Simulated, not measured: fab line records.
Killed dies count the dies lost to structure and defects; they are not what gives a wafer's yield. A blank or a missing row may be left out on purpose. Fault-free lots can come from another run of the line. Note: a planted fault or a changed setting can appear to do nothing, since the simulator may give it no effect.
Chamber matching	flow n5-finfet	N5_MOL_CONTACT_COAG_ETCH_105 on rie-diel-02 has 4 sister chambers
The step etches SiARC in CF4, target depth 15.6 nm, time 26 s. 4 wafers are shown with their chamber, then 7 later ones without.

EACH WAFER AND ITS CHAMBER
wafer	chamber	showerhead-plenum-p-Torr (Torr)
L083.1	3	2.14
L083.4	2	2.16
L082.1	1	2.27
L082.2	0	2.14

WAFERS WITH NO CHAMBER GIVEN
wafer	showerhead-plenum-p-Torr (Torr)
L082.6	2.27
L095.1	2.13
L095.3	2.15
L095.4	2.26
L097.1	2.15
L097.5	2.15
L097.6	2.13

WHICH CHAMBER EACH ONE RAN IN
wafer	from the rows above	in truth
L082.6	1	1
L095.1	can't be placed: 0 or 3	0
L095.3	can't be placed: 0 or 3 or 2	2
L095.4	1	1
L097.1	can't be placed: 0 or 3 or 2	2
L097.5	can't be placed: 0 or 3 or 2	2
L097.6	can't be placed: 0 or 3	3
Correctly placed: 2 of 7. From these rows, 5 cannot be placed; in 5 the true chamber is one of the candidates. Placed wrongly: 0.
How it was worked out, from the rows above alone: a wafer's distance from a chamber is the root of the sum, over the readings, of the square of ((its reading less the chamber's mean) divided by the reading's scatter). If the next closest chamber is less than 2 further off than the closest, the wafer can't be placed; otherwise it belongs to the closest. The mean given for a chamber averages the wafers shown for that chamber. The scatter (one wafer shown for each chamber): square how far every hidden wafer sits from the nearest shown wafer, average those squares and take the square root.
